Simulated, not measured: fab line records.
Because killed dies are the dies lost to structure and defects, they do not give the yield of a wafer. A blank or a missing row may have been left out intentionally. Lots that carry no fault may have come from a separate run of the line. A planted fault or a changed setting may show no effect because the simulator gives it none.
fab line records    flow n5-finfet    part 2 of 2: steps 19 to 29 of 29
record lots=5  wafers=15  last-day=16
route steps=1938 shown SD_EPI_N@263
lots untouched by any fault: they come from a run of this same line in which no faults occurred
start-h: hours from the record's opening day to when the first of the lot's shown wafers began    wait-h: time in hours since the lot's previous step    " same as the row above    L1.1+2: several wafers, shown together as one row    - either no value or no given start    * or withheld: withheld    < > ~ a bound
route shown NAME@n: names a module that has steps shown in the file, with the first one's number in the route    usual: mean/standard deviation of fault-free wafers    same: alike in all rows    chamber/n: place in a boat    sites: the reading at each site    _std_site: the values' standard deviation    _edge_site: outer sites' mean less inner sites'    radius-mm: how far each site lies from the wafer's centre    mask NAME#n: copy n    behind: the tool/chamber that last shaped the wafer    hold: why the lot went on hold/how many hours it stayed there/how the hold came to an end    device: transistor that didn't switch, given as n, p or np    end of line: the route-end tests of the same wafers    a step with no rows: only its recipe    killed: the dies lost at the first sort to structure and to defects; this is not the yield of the wafer    map: the dies of a wafer, with x for killed, . for not killed, _ for no die there
set.NAME: the setting as run; set.NAME@STEP: as run at that earlier step    model.NAME: the simulator's own value behind a step, which no gauge read
lots at some steps of the route; a table a step, a row a wafer
services: the hour from which a tool's chamber was out of use, counted from the record's first day as start-h (under 0 if before that day), plus the number of hours and why
## steps
# step N5_SD_EPI_N_SD_RECESS_17
# recipe chemistry=HBr/Cl2/O2  target-depth-a=410  mask-material=SOC  time-s=23.7  bt-time-s=3  pressure-mtorr=10  icp-w=800  bias-w=112  HBr_flow_sccm=150  Cl2_flow_sccm=80  O2_flow_sccm=12
# usual drypump-motor-current-A=5.5/0.4  he-backside-leak-sccm=2.8/0.43  oes_o_777_au=1.002/0.021  oes-product-au=1.001/0.019  throttle-valve-pct=36.98/0.24
lot.wafer  tool       chamber  start-h  wait-h  drypump-motor-current-A  he-backside-leak-sccm  oes_o_777_au  oes-product-au  rf-hours-counter-h  throttle-valve-pct
L076.1     rie-si-06  1        64.81    0.0     5.3                      2.9                    1.015         1.011           65                  36.82
L076.4     "          2        "        "       5.0                      2.6                    0.966         0.960           71                  37.12
L076.6     "          3        "        "       5.8                      2.8                    1.021         0.994           -                   36.61
L078.2     rie-si-03  3        73.75    0.0     5.3                      2.8                    1.009         1.005           84                  36.99
L078.3     "          2        "        "       5.3                      2.4                    1.029         1.032           48                  36.71
L078.4     "          1        "        "       5.9                      3.4                    1.008         1.027           121                 37.32
L088.1     rie-si-05  0        136.07   0.0     6.4                      2.7                    1.028         1.013           82                  36.76
L088.2     "          1        "        "       5.3                      2.4                    1.001         0.995           64                  37.20
L088.4     "          3        "        "       5.0                      3.2                    1.013         1.008           1                   37.33
L090.2     rie-si-06  1        146.72   0.0     5.4                      2.8                    1.015         1.000           66                  36.83
L090.3     "          0        "        "       5.3                      2.6                    0.978         1.002           13                  37.23
L090.5     "          3        "        "       5.8                      3.0                    1.027         0.986           -                   36.60
L091.1     rie-si-05  3        150.42   0.0     5.0                      3.2                    1.012         1.016           1                   37.33
L091.4     "          1        "        "       5.2                      2.7                    0.991         0.995           64                  37.20
L091.6     "          2        "        "       5.7                      2.7                    0.985         0.973           -                   36.93
# step N5_SD_EPI_N_STRIP_38
# recipe chemistry=N2/H2  power-w=1000  temp-c=250  h2-frac=0.65  overash-fraction=0.3  pressure-mtorr=withheld  n2-flow-sccm=1750  h2-flow-sccm=3250
# usual drypump-motor-current-A=5.5/0.54  heater-power-w=351/55  oes-product-au=0.763/0.012
lot.wafer  tool             chamber  start-h  wait-h  drypump-motor-current-A  heater-power-w  oes-product-au  rf-hours-counter-h
L076.1     plasma-asher-02  1        64.90    0.1     5.1                      428             0.759           33
L076.4     "                1        "        "       5.1                      435             0.765           -
L076.6     "                1        "        "       5.1                      425             0.760           -
L078.2     plasma-asher-02  1        73.84    0.1     5.1                      438             0.749           35
L078.3     "                1        "        "       5.1                      430             0.762           -
L078.4     "                0        "        "       5.4                      345             0.743           -
L088.1     plasma-asher-02  0        136.16   0.1     5.5                      334             0.760           46
L088.2     "                1        "        "       5.1                      420             0.767           46
L088.4     "                0        "        "       5.5                      349             0.745           -
L090.2     plasma-asher-01  0        146.82   0.1     5.1                      333             0.751           99
L090.3     "                1        "        "       6.5                      269             0.756           -
L090.5     "                0        "        "       5.1                      345             0.765           -
L091.1     plasma-asher-02  0        150.52   0.1     5.5                      339             0.754           49
L091.4     "                1        "        "       5.1                      419             0.776           -
L091.6     "                1        "        "       5.1                      422             0.774           -
# step N5_SD_EPI_N_WET_ETCH_43
# recipe chemistry=dHF  dilution=withheld  time-s=14  target=SiO2  target-depth-a=15  temp-c=25
lot.wafer   tool          chamber  start-h  wait-h
L076.1+4+6  wet-bench-02  5,1,3    64.99    -
L078.2+3+4  wet-bench-02  7,3,0    73.93    -
L088.1+2+4  wet-bench-04  1,6,7    136.25   -
L090.2+3+5  wet-bench-04  7,2,6    146.91   -
L091.1+4+6  wet-bench-04  4,3,2    150.60   -
# step N5_SD_EPI_N_STRIP_18
# recipe chemistry=SPM  time-s=750  temp-c=130  h2so4-h2o2-vol-ratio=4
# usual bath-heat-duty-pct=15.1/1.7
lot.wafer  tool          chamber  start-h  wait-h  bath-heat-duty-pct
L076.1     wet-bench-02  5        65.00    0.0     15.8
L076.4     "             1        "        "       15.9
L076.6     "             3        "        "       13.4
L078.2     wet-bench-02  7        73.94    0.0     12.9
L078.3     "             3        "        "       12.5
L078.4     "             0        "        "       17.6
L088.1     wet-bench-04  1        136.26   0.0     16.3
L088.2     "             6        "        "       14.2
L088.4     "             7        "        "       16.2
L090.2     wet-bench-04  7        146.91   0.0     14.4
L090.3     "             2        "        "       12.7
L090.5     "             6        "        "       14.9
L091.1     wet-bench-04  4        150.61   0.0     14.4
L091.4     "             3        "        "       14.3
L091.6     "             2        "        "       13.2
# step N5_SD_EPI_N_SRD_20
# recipe dry=ipa-marangoni  do-ppb=5  time-s=30  temp-c=23  rinse-liquid=diw
# usual bath-heat-duty-pct=3.8/0.57  do-ppb=5.00/0.049
lot.wafer  tool          chamber  start-h  wait-h  bath-heat-duty-pct  do-ppb
L076.1     wet-bench-02  5        65.21    0.0     3.7                 5.01
L076.4     "             1        "        "       4.0                 4.97
L076.6     "             3        "        "       3.2                 5.01
L078.2     wet-bench-02  7        74.14    0.0     3.5                 4.97
L078.3     "             3        "        "       3.0                 5.09
L078.4     "             0        "        "       3.8                 5.03
L088.1     wet-bench-04  1        136.47   0.0     5.3                 4.97
L088.2     "             6        "        "       3.4                 5.00
L088.4     "             7        "        "       4.2                 4.99
L090.2     wet-bench-04  7        147.12   0.0     4.3                 5.05
L090.3     "             2        "        "       3.2                 5.01
L090.5     "             6        "        "       3.3                 5.06
L091.1     wet-bench-04  4        150.82   0.0     3.6                 5.02
L091.4     "             3        "        "       4.7                 5.01
L091.6     "             2        "        "       2.9                 5.05
# step N5_SD_EPI_N_PRECLEAN_48
# recipe chemistry=NF3:NH3  afs-cycles=2  temp-c=30  time-s=20  sublimation-temp-c=180  sublimation-time-s=60  pressure-torr=3  rf-power-w=30
# same afs-cycles=2
lot.wafer   tool          chamber  start-h  wait-h
L076.1+4+6  epi-rpcvd-02  0        65.26    0.0
L078.2+3+4  epi-rpcvd-01  0        74.27    0.1
L088.1+2+4  epi-rpcvd-01  0        136.51   0.0
L090.2+3+5  epi-rpcvd-01  0        147.25   0.1
L091.1+4+6  epi-rpcvd-02  0        150.87   0.0
# step N5_SD_EPI_N_VAPOR_ETCH_50
# recipe chemistry=HCl  target=Si  temp-c=775  time-s=54  pressure-torr=20  mode=isotropic
# usual throttle-valve-pct=11.6/0.34
lot.wafer  tool          chamber  start-h  wait-h  throttle-valve-pct
L076.1     epi-rpcvd-02  0        65.74    0.4     11.7
L076.4     "             0        "        "       11.8
L076.6     "             0        "        "       11.6
L078.2     epi-rpcvd-01  0        74.71    0.4     11.4
L078.3     "             0        "        "       11.3
L078.4     "             0        "        "       11.3
L088.1     epi-rpcvd-01  0        136.87   0.3     11.1
L088.2     "             0        "        "       10.9
L088.4     "             0        "        "       11.4
L090.2     epi-rpcvd-01  0        147.69   0.4     11.5
L090.3     "             0        "        "       11.4
L090.5     "             0        "        "       11.3
L091.1     epi-rpcvd-02  0        151.51   0.5     11.5
L091.4     "             0        "        "       11.8
L091.6     "             0        "        "       11.8
# step N5_SD_EPI_N_EPI_21
# recipe material=Si:P  dopant=P  temp-c=680  pressure-torr=255  time-s=690
lot.wafer   tool          chamber  start-h  wait-h
L076.1+4+6  epi-rpcvd-02  0        65.98    0.2
L078.2+3+4  epi-rpcvd-01  0        75.29    0.5
L088.1+2+4  epi-rpcvd-01  0        137.05   0.1
L090.2+3+5  epi-rpcvd-01  0        148.17   0.4
L091.1+4+6  epi-rpcvd-02  0        151.83   0.3
# step N5_SD_EPI_N_EPI_MEAS_23
# recipe mode=xrd
# usual thk-nm=58.9/1.2
lot.wafer  tool           chamber  start-h  wait-h  thk-nm
L076.1     film-metro-02  -        68.27    1.9     57.0
L076.4     "              -        "        "       57.6
L076.6     "              -        "        "       58.0
L078.2     film-metro-02  -        77.19    1.5     59.0
L078.3     "              -        "        "       60.0
L078.4     "              -        "        "       58.8
L088.1     film-metro-01  -        138.79   1.5     58.1
L088.2     "              -        "        "       59.7
L088.4     "              -        "        "       58.0
L090.2     film-metro-01  -        149.61   1.2     59.1
L090.3     "              -        "        "       58.8
L090.5     "              -        "        "       59.8
L091.1     film-metro-02  -        154.86   2.5     58.7
L091.4     "              -        "        "       58.0
L091.6     "              -        "        "       59.7
# step N5_SD_EPI_N_PRECLEAN_24
# recipe chemistry=O3/DIW  time-s=60  temp-c=22  o3-ppm=10
# usual bath-heat-duty-pct=2.4/0.43  o3-ppm=10.01/0.095
lot.wafer  tool          chamber  start-h  wait-h  bath-heat-duty-pct  o3-ppm
L076.1     wet-bench-04  6        68.31    0.0     1.7                 9.83
L076.4     "             5        "        "       2.3                 9.90
L076.6     "             3        "        "       2.3                 10.01
L078.2     wet-bench-02  5        77.22    0.0     2.3                 9.77
L078.3     "             4        "        "       2.4                 10.08
L078.4     "             0        "        "       3.2                 9.93
L088.1     wet-bench-01  0        138.82   0.0     2.5                 10.01
L088.2     "             5        "        "       2.2                 10.03
L088.4     "             6        "        "       2.1                 10.09
L090.2     wet-bench-01  7        149.64   0.0     2.7                 10.08
L090.3     "             5        "        "       2.6                 10.02
L090.5     "             6        "        "       1.8                 9.93
L091.1     wet-bench-01  3        154.89   0.0     2.1                 9.97
L091.4     "             7        "        "       2.1                 9.87
L091.6     "             0        "        "       2.4                 10.08
# step N5_SD_EPI_N_SRD_25
# recipe time-s=30  temp-c=23  rinse-liquid=diw  dry=ipa-marangoni
# usual bath-heat-duty-pct=3.7/0.63
lot.wafer  tool          chamber  start-h  wait-h  bath-heat-duty-pct
L076.1     wet-bench-04  6        68.32    0.0     3.3
L076.4     "             5        "        "       4.7
L076.6     "             3        "        "       3.7
L078.2     wet-bench-02  5        77.24    0.0     3.4
L078.3     "             4        "        "       3.6
L078.4     "             0        "        "       5.1
L088.1     wet-bench-01  0        138.84   0.0     4.4
L088.2     "             5        "        "       3.9
L088.4     "             6        "        "       3.1
L090.2     wet-bench-01  7        149.66   0.0     4.5
L090.3     "             5        "        "       3.5
L090.5     "             6        "        "       3.4
L091.1     wet-bench-01  3        154.91   0.0     4.1
L091.4     "             7        "        "       4.6
L091.6     "             0        "        "       4.5
## services
tool             chamber  start-h  hours  kind
rie-si-03        2        40.42    1.9    repair
epi-rpcvd-02     -        44.50    1.2    repair
rie-diel-04      1        45.42    -      clean
rie-diel-04      1        45.42    -      consumable-replace:focus-ring
rie-diel-04      1        45.42    15.9   scheduled-down
rie-diel-04      1        45.42    15.9   vent-cycle
arfi-scanner-02  -        45.65    0.3    repair
arfi-scanner-01  -        65.50    3.1    pm
rie-diel-05      3        71.28    7.9    repair
arfi-scanner-01  -        71.91    0.8    pm
rie-diel-04      -        74.60    3.1    repair
rie-si-05        0        74.62    4.3    repair
arfi-scanner-02  -        78.91    11.0   repair
rie-diel-06      0        82.55    4.1    repair
arfi-scanner-01  -        88.39    1.5    repair
rie-diel-05      1        93.73    1.5    repair
rie-si-03        -        98.94    0.1    repair
arfi-scanner-02  -        104.66   1.3    pm
plasma-asher-02  -        120.23   10.0   pm
rie-si-03        1        120.34   4.1    repair
arfi-scanner-02  -        121.20   0.8    pm
rie-diel-05      -        130.49   0.3    repair
arfi-scanner-01  -        143.65   1.3    pm
rie-si-03        -        146.98   0.6    repair
